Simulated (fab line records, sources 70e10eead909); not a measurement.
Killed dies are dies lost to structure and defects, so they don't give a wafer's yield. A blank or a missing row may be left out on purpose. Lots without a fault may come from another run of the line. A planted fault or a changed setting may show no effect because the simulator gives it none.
fab line records | flow nand_harc | part 1 of 2: steps 1 to 31 of 47
record lots=5 wafers=15 last_day=31
route steps=1302 shown P_START@1 P_ZERO_WELL@2
lots that met no fault: from a run of the same line without faults
start_h: hours from the record's first day to the start of the lot's first wafer shown | wait_h: hours since the lot's step before | " the same as in the row above | L1.1+2: a row that stands for several wafers | - no value, or no start given | * or withheld: withheld | < > ~ a bound
route shown NAME@n: a module of which the file shows steps, and the number in the route of the first | usual: mean/standard deviation of fault-free wafers | same: alike in all rows | chamber/n: place in a boat | sites: the reading at each site | _std_site: their standard deviation | _edge_site: outer sites' mean less inner sites' | radius_mm: how far each site lies from the wafer's centre | mask NAME#n: copy n | behind: the tool/chamber that last shaped the wafer | hold: why the lot was held/for how many hours/how that ended | device: the transistor (n, p or np) that didn't switch | end of line: the same wafers' tests at the end of the route | a step without rows: its recipe alone | killed: dies lost to structure and defects at the first sort, not the wafer's yield | map: a wafer's dies, x killed, . not, _ none there
set.NAME: the setting as run; set.NAME@STEP: as run at that earlier step | model.NAME: the simulator's own value behind a step, which no gauge read
lots at some steps of the route; a table a step, a row a wafer
services: from which hour (start_h, from the record's first day; less than 0 if before it) a tool's chamber was out of use, for how many hours, and why
## steps
# step NHARC_P_START_INSPECT_01
# usual raw_defect_count=3.8/1.9
# columns lot.wafer tool chamber start_h wait_h raw_defect_count
L074.1 defect_inspect-01 - 20.04 - 6
L074.3 " - " " 1
L074.4 " - " " 3
L078.4 defect_inspect-02 - 60.04 - 6
L078.5 " - " " 4
L078.6 " - " " 7
L087.1 defect_inspect-01 - 150.04 - 5
L087.4 " - " " 3
L087.6 " - " " 1
L090.1 defect_inspect-01 - 180.04 - 1
L090.4 " - " " 1
L090.5 " - " " 7
L094.1 defect_inspect-01 - 220.04 - 2
L094.3 " - " " 3
L094.6 " - " " 5
# step NHARC_P_ZERO_WELL_PRECLEAN_00
# recipe time_s=600 temp_c=120 chemistry=SPM
# columns lot.wafer tool chamber start_h wait_h
L074.3+4+1 wet_bench-05 1,5,6 20.12 0.1
L078.5+6+4 wet_bench-02 3,6,7 60.12 0.1
L087.1+6+4 wet_bench-02 6,1,2 150.12 0.1
L090.1+4+5 wet_bench-02 6,0,3 180.13 0.1
L094.1+3+6 wet_bench-05 0,2,4 220.13 0.1
# step NHARC_P_ZERO_WELL_SRD_01
# columns lot.wafer tool chamber start_h wait_h
L074.3+4+1 wet_bench-05 1,5,6 - -
L078.5+6+4 wet_bench-02 3,6,7 - -
L087.1+6+4 wet_bench-02 6,1,2 - -
L090.1+4+5 wet_bench-02 6,0,3 - -
L094.1+3+6 wet_bench-05 0,2,4 - -
# step NHARC_P_ZERO_WELL_PECVD_02
# recipe target_thk_a=100 temp_c=400 pressure_torr=6.5 rf_w=withheld teos_flow_sccm=withheld flow_sccm=2650 target_thk_nm=10 gas=O2 material=SiO2
# columns lot.wafer tool chamber start_h wait_h
L074.3+1+4 pecvd-03 0,2,1 20.44 -
L078.4+5+6 pecvd-03 0,1,2 60.56 -
L087.1+4+6 pecvd-02 1,1,2 150.49 -
L090.1+4+5 pecvd-02 1,2,2 180.53 -
L094.3+1+6 pecvd-02 2,0,2 220.48 -
# step NHARC_P_ZERO_WELL_DEHYDRATE_03
# recipe temp_c=150 time_s=120
# columns lot.wafer tool chamber start_h wait_h
L074.1+3+4 litho_track-07 0 20.79 -
L078.4+5+6 litho_track-02 0 60.80 -
L087.1+4+6 litho_track-07 0 150.80 -
L090.1+4+5 litho_track-05 0 180.99 0.4
L094.1+3+6 litho_track-05 0 220.82 -
# step NHARC_P_ZERO_WELL_HMDS_04
# recipe time_s=30
# columns lot.wafer tool chamber start_h wait_h
L074.1+3+4 litho_track-07 0 - -
L078.4+5+6 litho_track-02 0 - -
L087.1+4+6 litho_track-07 0 - -
L090.1+4+5 litho_track-05 0 - -
L094.1+3+6 litho_track-05 0 - -
# step NHARC_P_ZERO_WELL_COAT_64
# recipe temp_c=200 time_s=65
# columns lot.wafer tool chamber start_h wait_h
L074.1+3+4 litho_track-07 0 - -
L078.4+5+6 litho_track-02 0 - -
L087.1+4+6 litho_track-07 0 - -
L090.1+4+5 litho_track-05 0 - -
L094.1+3+6 litho_track-05 0 - -
# step NHARC_P_ZERO_WELL_COAT_05
# recipe spin_rpm=2000 resist_thk_nm=600
# columns lot.wafer tool chamber start_h wait_h
L074.1+3+4 litho_track-07 0 - -
L078.4+5+6 litho_track-02 0 - -
L087.1+4+6 litho_track-07 0 - -
L090.1+4+5 litho_track-05 0 - -
L094.1+3+6 litho_track-05 0 - -
# step NHARC_P_ZERO_WELL_SOFTBAKE_06
# recipe temp_c=125 time_s=70
# columns lot.wafer tool chamber start_h wait_h
L074.1+3+4 litho_track-07 0 - -
L078.4+5+6 litho_track-02 0 - -
L087.1+4+6 litho_track-07 0 - -
L090.1+4+5 litho_track-05 0 - -
L094.1+3+6 litho_track-05 0 - -
# step NHARC_P_ZERO_WELL_EBR_07
# columns lot.wafer tool chamber start_h wait_h
L074.1+3+4 litho_track-07 0 - -
L078.4+5+6 litho_track-02 0 - -
L087.1+4+6 litho_track-07 0 - -
L090.1+4+5 litho_track-05 0 - -
L094.1+3+6 litho_track-05 0 - -
# step NHARC_P_ZERO_WELL_EXPOSE_08
# recipe na=0.55 target_cd_nm=500 dose_mj=33.8 mask_id=P_ZERO
# usual exposure_dose_mJ_cm2=33.80/0.034 focus_offset_nm=0.1/0.53
# columns lot.wafer tool chamber start_h wait_h mask exposure_dose_mJ_cm2 focus_offset_nm
L074.1 krf_scanner-01 0 21.09 - P_ZERO#0 33.80 -0.5
L074.3 " 0 " " P_ZERO#0 33.82 -0.4
L074.4 " 0 " " P_ZERO#0 33.75 -0.2
L078.4 krf_scanner-01 0 61.10 - P_ZERO#0 33.76 0.1
L078.5 " 0 " " P_ZERO#0 33.74 0.3
L078.6 " 0 " " P_ZERO#0 33.77 -0.1
L087.1 krf_scanner-04 0 151.10 - P_ZERO#0 33.82 0.1
L087.4 " 0 " " P_ZERO#0 33.83 0.9
L087.6 " 0 " " P_ZERO#0 33.76 -0.3
L090.1 krf_scanner-03 0 181.16 - P_ZERO#0 33.80 0.2
L090.4 " 0 " " P_ZERO#0 33.76 0.0
L090.5 " 0 " " P_ZERO#0 33.85 0.5
L094.1 krf_scanner-04 0 221.11 - P_ZERO#0 33.81 -0.9
L094.3 " 0 " " P_ZERO#0 33.76 0.1
L094.6 " 0 " " P_ZERO#0 33.77 0.4
# step NHARC_P_ZERO_WELL_PEB_09
# recipe peb_temp_c=128 peb_time_s=80
# columns lot.wafer tool chamber start_h wait_h
L074.1+3+4 litho_track-07 0 21.15 0.1
L078.4+5+6 litho_track-02 0 61.16 0.0
L087.1+4+6 litho_track-07 0 151.18 0.1
L090.1+4+5 litho_track-05 0 181.23 0.1
L094.1+3+6 litho_track-05 0 221.17 0.1
# step NHARC_P_ZERO_WELL_DEVELOP_10
# recipe time_s=50 dev_temp_c=22
# columns lot.wafer tool chamber start_h wait_h
L074.1+3+4 litho_track-07 0 - -
L078.4+5+6 litho_track-02 0 - -
L087.1+4+6 litho_track-07 0 - -
L090.1+4+5 litho_track-05 0 - -
L094.1+3+6 litho_track-05 0 - -
# step NHARC_P_ZERO_WELL_CD_MEAS_11
# recipe target_cd_nm=500 landing_energy_ev=500
# usual cd_nm=499.4/1.6
# columns lot.wafer tool chamber start_h wait_h cd_nm
L074.1 cd_sem-01 0 21.24 - 496.0
L074.3 " 0 " " 496.5
L074.4 " 0 " " 499.9
L078.4 cd_sem-02 0 61.25 - 501.3
L078.5 " 0 " " 498.2
L078.6 " 0 " " 497.7
L087.1 cd_sem-01 0 151.26 - 495.1
L087.4 " 0 " " 501.2
L087.6 " 0 " " 498.4
L090.1 cd_sem-03 0 181.31 - 500.8
L090.4 " 0 " " 498.7
L090.5 " 0 " " 500.7
L094.1 cd_sem-02 0 221.26 - 498.9
L094.3 " 0 " " 498.2
L094.6 " 0 " " 496.7
# step NHARC_P_ZERO_WELL_HARDBAKE_12
# recipe temp_c=118 time_s=65
# columns lot.wafer tool chamber start_h wait_h
L074.1+3+4 litho_track-02 0 21.32 -
L078.4+5+6 litho_track-02 0 61.33 -
L087.1+4+6 litho_track-02 0 151.34 -
L090.1+4+5 litho_track-05 0 181.39 -
L094.1+3+6 litho_track-05 0 221.34 -
# step NHARC_P_ZERO_WELL_DESCUM_13
# recipe time_s=3 o2_flow_sccm=200 ar_flow_sccm=0 bias_power_w=0 chemistry=O2
# usual drypump_motor_current_A=5.9/0.52 oes_product_au=1.004/0.01 rf_vpp_V=57.8/0.94 showerhead_plenum_p_Torr=1.89/0.062 throttle_valve_pct=11.310/0.0096
# columns lot.wafer tool chamber start_h wait_h drypump_motor_current_A oes_product_au rf_hours_counter_h rf_vpp_V showerhead_plenum_p_Torr throttle_valve_pct
L074.4 rie_diel-01 0 21.41 - 6.7 0.998 49 59.2 1.83 11.296
L074.1 " 1 " " 6.1 1.010 46 56.9 1.94 11.327
L074.3 " 2 " " 6.1 1.001 45 57.5 1.92 11.314
L078.4 rie_diel-04 1 61.43 - 5.6 1.014 - 58.2 1.90 11.314
L078.5 " 3 " " 6.6 0.991 - 55.8 1.80 11.316
L078.6 " 0 " " 5.4 1.007 - 57.8 1.91 11.308
L087.1 rie_diel-01 2 151.75 - 6.2 1.005 33 60.1 1.90 11.304
L087.4 " 1 " " 6.1 1.011 39 57.7 1.92 11.301
L087.6 " 2 " " 6.1 1.005 - 56.8 1.90 11.294
L090.4 rie_diel-01 2 181.53 - 6.2 1.020 42 58.4 1.90 11.308
L090.1 " 3 " " 6.3 0.998 46 58.4 1.91 11.301
L090.5 " 2 " " 6.2 1.011 - 58.3 1.90 11.308
L094.1 rie_diel-01 1 221.42 - 6.1 0.999 2 60.0 1.91 11.306
L094.3 " 2 " " 6.2 0.986 2 58.6 1.90 11.320
L094.6 " 1 " " 6.1 1.002 - 55.6 1.92 11.299
# step NHARC_P_ZERO_WELL_ETCH_65
# recipe target_depth_a=800 overetch_a=240 time_s=87.88 ion_energy_ev=200 n2_flow_sccm=150 h2_flow_sccm=150 ar_flow_sccm=0 rf_w=400 bias_w=150 chemistry=N2/H2
# usual drypump_motor_current_A=5.9/0.54 h2_flow_sccm=150.0/0.47 oes_product_au=1.004/0.01 rf_vpp_V=429.9/2.3 showerhead_plenum_p_Torr=2.01/0.07 throttle_valve_pct=14.171/0.0085
# columns lot.wafer tool chamber start_h wait_h drypump_motor_current_A h2_flow_sccm oes_product_au rf_hours_counter_h rf_vpp_V showerhead_plenum_p_Torr throttle_valve_pct
L074.3 rie_diel-01 3 21.48 0.1 6.3 149.7 1.002 46 431.7 2.05 14.189
L074.4 " 1 " " 6.1 150.6 1.011 46 431.3 2.06 14.160
L074.1 " 2 " " 6.2 150.4 1.011 45 431.0 2.04 14.160
L078.5 rie_diel-04 0 61.53 0.1 5.5 150.5 1.005 - 429.8 2.04 14.174
L078.6 " 1 " " 5.6 150.2 1.019 - 430.8 2.02 14.174
L078.4 " 3 " " 6.5 149.3 0.992 - 426.6 1.91 14.157
L087.4 rie_diel-01 3 151.85 0.1 6.3 149.6 1.002 36 431.9 2.04 14.181
L087.1 " 0 " " 6.7 150.0 1.017 43 427.9 1.94 14.180
L087.6 " 3 " " 6.3 149.8 1.017 - 431.2 2.04 14.180
L090.4 rie_diel-01 0 181.61 0.1 6.7 149.9 1.013 55 429.9 1.93 14.169
L090.1 " 1 " " 6.1 149.6 1.018 51 430.1 2.05 14.162
L090.5 " 1 " " 6.1 150.8 1.016 - 431.5 2.04 14.179
L094.1 rie_diel-01 0 221.50 0.1 6.7 149.4 0.986 2 426.1 1.93 14.185
L094.3 " 2 " " 6.2 151.1 1.000 2 430.5 2.02 14.156
L094.6 " 1 " " 6.1 148.9 0.995 - 431.1 2.04 14.167
# step NHARC_P_ZERO_WELL_ETCH_62
# recipe target_depth_a=130 time_s=6.5 chf3_flow_sccm=50 ar_flow_sccm=200 rf_w=500 bias_w=200 chemistry=CHF3/Ar
# usual drypump_motor_current_A=5.9/0.52 oes_product_au=0.961/0.017 rf_vpp_V=370.0/1.8 showerhead_plenum_p_Torr=2.32/0.073 throttle_valve_pct=20.218/0.0087
# columns lot.wafer tool chamber start_h wait_h drypump_motor_current_A oes_product_au rf_hours_counter_h rf_vpp_V showerhead_plenum_p_Torr throttle_valve_pct
L074.4 rie_diel-01 2 - - 6.2 0.982 45 369.6 2.35 20.212
L074.3 " 0 " " 6.7 0.951 49 368.5 2.25 20.211
L074.1 " 1 " " 6.1 0.989 46 371.0 2.37 20.204
L078.4 rie_diel-04 0 - - 5.4 0.934 - 369.1 2.34 20.219
L078.5 " 1 " " 5.6 0.955 - 370.8 2.33 20.226
L078.6 " 3 " " 6.6 0.928 - 367.6 2.21 20.221
L087.1 rie_diel-01 3 - - 6.3 0.958 36 371.6 2.34 20.214
L087.4 " 0 " " 6.7 0.967 43 366.1 2.23 20.212
L087.6 " 2 " " 6.2 0.946 - 370.2 2.33 20.225
L090.1 rie_diel-01 2 - - 6.2 0.949 43 369.1 2.33 20.218
L090.4 " 0 " " 6.7 0.964 55 367.8 2.23 20.232
L090.5 " 2 " " 6.2 0.951 - 369.9 2.33 20.232
L094.1 rie_diel-01 1 - - 6.1 0.948 2 372.2 2.35 20.225
L094.3 " 3 " " 6.3 0.985 2 370.2 2.34 20.199
L094.6 " 1 " " 6.1 0.968 - 371.6 2.35 20.224
# step NHARC_P_ZERO_WELL_ETCH_63
# recipe target_depth_a=1200 time_s=40.1 hbr_flow_sccm=150 cl2_flow_sccm=50 rf_w=400 icp_w=400 bias_w=100 chemistry=HBr/Cl2
# usual drypump_motor_current_A=5.8/0.52 mfc_cl2_sccm=50.02/0.16 oes_product_au=0.998/0.011 throttle_valve_pct=26.406/0.0094
# columns lot.wafer tool chamber start_h wait_h drypump_motor_current_A mfc_cl2_sccm oes_product_au rf_hours_counter_h throttle_valve_pct
L074.1 rie_si-06 3 21.66 - 6.3 49.93 0.991 0.7 26.394
L074.4 " 1 " " 4.8 49.85 0.993 0.7 26.410
L074.3 " 2 " " 5.8 50.07 0.995 0.6 26.416
L078.4 rie_si-06 2 61.69 - 5.8 50.21 0.993 0.8 26.408
L078.6 " 2 " " 5.8 50.04 0.991 - 26.406
L078.5 " 3 " " 6.3 50.09 1.004 - 26.392
L087.1 rie_si-01 0 152.04 - 6.1 50.40 0.998 0.8 26.416
L087.4 " 1 " " 6.1 50.24 0.992 0.7 26.409
L087.6 " 3 " " 6.0 50.09 1.028 - 26.411
L090.1 rie_si-06 0 181.85 - 6.0 49.90 0.983 0.7 26.414
L090.4 " 1 " " 4.8 49.97 1.022 0.6 26.405
L090.5 " 2 " " 5.7 50.19 0.997 - 26.421
L094.3 rie_si-06 0 221.68 - 6.0 49.83 0.980 1.0 26.411
L094.1 " 1 " " 4.8 50.30 1.001 1.0 26.435
L094.6 " 0 " " 6.0 50.04 0.993 - 26.410
# step NHARC_P_ZERO_WELL_STRIP_15
# recipe time_s=900 temp_c=130 chemistry=SPM
# columns lot.wafer tool chamber start_h wait_h
L074.4+1+3 wet_bench-07 2,5,6 21.82 -
L078.5+6+4 wet_bench-07 6,7,0 61.86 -
L087.4+6+1 wet_bench-05 4,6,7 152.19 -
L090.4+5+1 wet_bench-07 1,3,4 181.99 -
L094.6+3+1 wet_bench-07 0,1,2 221.85 -
# step NHARC_P_ZERO_WELL_DEHYDRATE_16
# recipe temp_c=150 time_s=120
# columns lot.wafer tool chamber start_h wait_h
L074.1+3+4 litho_track-05 0 22.16 -
L078.4+5+6 litho_track-02 0 62.19 -
L087.1+4+6 litho_track-05 0 152.53 -
L090.1+4+5 litho_track-05 0 182.33 -
L094.1+3+6 litho_track-05 0 222.20 -
# step NHARC_P_ZERO_WELL_HMDS_17
# recipe time_s=30
# columns lot.wafer tool chamber start_h wait_h
L074.1+3+4 litho_track-05 0 - -
L078.4+5+6 litho_track-02 0 - -
L087.1+4+6 litho_track-05 0 - -
L090.1+4+5 litho_track-05 0 - -
L094.1+3+6 litho_track-05 0 - -
# step NHARC_P_ZERO_WELL_COAT_18
# recipe spin_rpm=withheld
# columns lot.wafer tool chamber start_h wait_h
L074.1+3+4 litho_track-05 0 - -
L078.4+5+6 litho_track-02 0 - -
L087.1+4+6 litho_track-05 0 - -
L090.1+4+5 litho_track-05 0 - -
L094.1+3+6 litho_track-05 0 - -
# step NHARC_P_ZERO_WELL_SOFTBAKE_19
# recipe temp_c=122 time_s=95
# columns lot.wafer tool chamber start_h wait_h
L074.1+3+4 litho_track-05 0 - -
L078.4+5+6 litho_track-02 0 - -
L087.1+4+6 litho_track-05 0 - -
L090.1+4+5 litho_track-05 0 - -
L094.1+3+6 litho_track-05 0 - -
# step NHARC_P_ZERO_WELL_EBR_20
# columns lot.wafer tool chamber start_h wait_h
L074.1+3+4 litho_track-05 0 - -
L078.4+5+6 litho_track-02 0 - -
L087.1+4+6 litho_track-05 0 - -
L090.1+4+5 litho_track-05 0 - -
L094.1+3+6 litho_track-05 0 - -
# step NHARC_P_ZERO_WELL_EXPOSE_21
# recipe na=0.6 target_cd_nm=720 dose_mj=22.31 mask_id=P_NWELL
# usual exposure_dose_mJ_cm2=22.311/0.024 focus_offset_nm=0.0/0.5
# columns lot.wafer tool chamber start_h wait_h mask exposure_dose_mJ_cm2 focus_offset_nm
L074.1 krf_scanner-03 0 22.43 - P_NWELL#0 22.303 -0.8
L074.3 " 0 " " P_NWELL#0 22.307 -0.6
L074.4 " 0 " " P_NWELL#0 22.276 -0.9
L078.4 krf_scanner-01 0 62.48 - P_NWELL#0 22.303 0.0
L078.5 " 0 " " P_NWELL#0 22.313 0.6
L078.6 " 0 " " P_NWELL#0 22.312 0.3
L087.1 krf_scanner-03 0 152.67 - P_NWELL#0 22.282 -0.1
L087.4 " 0 " " P_NWELL#0 22.272 0.1
L087.6 " 0 " " P_NWELL#0 22.312 -0.8
L090.1 krf_scanner-03 0 182.47 - P_NWELL#0 22.255 -0.6
L090.4 " 0 " " P_NWELL#0 22.325 -0.5
L090.5 " 0 " " P_NWELL#0 22.283 -0.2
L094.1 krf_scanner-04 0 222.34 - P_NWELL#0 22.297 0.7
L094.3 " 0 " " P_NWELL#0 22.284 0.2
L094.6 " 0 " " P_NWELL#0 22.294 -0.2
# step NHARC_P_ZERO_WELL_PEB_22
# recipe peb_temp_c=118 peb_time_s=85
# columns lot.wafer tool chamber start_h wait_h
L074.1+3+4 litho_track-05 0 22.49 0.1
L078.4+5+6 litho_track-02 0 62.53 0.0
L087.1+4+6 litho_track-05 0 152.74 0.1
L090.1+4+5 litho_track-07 0 182.54 0.1
L094.1+3+6 litho_track-07 0 222.41 0.1
# step NHARC_P_ZERO_WELL_DEVELOP_23
# recipe time_s=70
# columns lot.wafer tool chamber start_h wait_h
L074.1+3+4 litho_track-05 0 - -
L078.4+5+6 litho_track-02 0 - -
L087.1+4+6 litho_track-05 0 - -
L090.1+4+5 litho_track-07 0 - -
L094.1+3+6 litho_track-07 0 - -
# step NHARC_P_ZERO_WELL_CD_MEAS_24
# recipe target_cd_nm=720 landing_energy_ev=500
# usual cd_nm=720.0/1.9
# columns lot.wafer tool chamber start_h wait_h cd_nm
L074.1 cd_sem-01 0 22.58 - 718.5
L074.3 " 0 " " 719.8
L074.4 " 0 " " 720.3
L078.4 cd_sem-02 0 62.62 - 718.2
L078.5 " 0 " " 718.6
L078.6 " 0 " " 719.9
L087.1 cd_sem-01 0 152.83 - 721.0
L087.4 " 0 " " 721.1
L087.6 " 0 " " 720.6
L090.1 cd_sem-01 0 182.63 - 719.1
L090.4 " 0 " " 721.0
L090.5 " 0 " " 720.8
L094.1 cd_sem-02 0 222.50 - 719.4
L094.3 " 0 " " 720.3
L094.6 " 0 " " 717.9
# step NHARC_P_ZERO_WELL_HARDBAKE_25
# recipe temp_c=125 time_s=80
# columns lot.wafer tool chamber start_h wait_h
L074.1+3+4 litho_track-07 0 22.66 -
L078.4+5+6 litho_track-05 0 62.70 -
L087.1+4+6 litho_track-05 0 152.91 -
L090.1+4+5 litho_track-02 0 182.71 -
L094.1+3+6 litho_track-02 0 222.58 -
# step NHARC_P_ZERO_WELL_DESCUM_26
# recipe time_s=3 o2_flow_sccm=200 ar_flow_sccm=0 bias_power_w=0 chemistry=O2
# usual drypump_motor_current_A=5.7/0.53 oes_product_au=1.002/0.011 rf_vpp_V=57.8/0.87 showerhead_plenum_p_Torr=1.90/0.073 throttle_valve_pct=11.310/0.0082
# columns lot.wafer tool chamber start_h wait_h drypump_motor_current_A oes_product_au rf_hours_counter_h rf_vpp_V showerhead_plenum_p_Torr throttle_valve_pct
L074.3 rie_diel-01 0 22.76 - 6.7 0.992 49 57.7 1.83 11.309
L074.4 " 1 " " 6.1 1.005 46 57.3 1.94 11.306
L074.1 " 2 " " 6.2 1.010 45 57.8 1.92 11.308
L078.4 rie_diel-05 3 62.78 - 5.3 0.992 0 57.7 2.00 11.305
L078.5 " 3 " " 5.2 0.987 - 58.5 2.00 11.311
L078.6 " 0 " " 6.0 0.999 - 58.4 1.84 11.325
L087.4 rie_diel-05 1 153.00 - 5.0 1.003 26 58.3 1.99 11.302
L087.1 " 2 " " 5.7 1.002 27 56.7 1.81 11.325
L087.6 " 1 " " 4.9 0.998 - 57.5 1.99 11.297
L090.1 rie_diel-05 0 182.91 - 6.0 0.996 39 57.5 1.83 11.307
L090.4 " 1 " " 4.9 0.998 - 58.0 1.98 11.295
L090.5 " 3 " " 5.3 0.996 - 58.6 1.99 11.318
L094.3 rie_diel-04 2 222.66 - 5.2 0.998 12 58.9 1.97 11.306
L094.1 " 3 " " 6.6 0.990 10 57.2 1.79 11.306
L094.6 " 2 " " 5.2 1.000 - 59.2 1.97 11.314
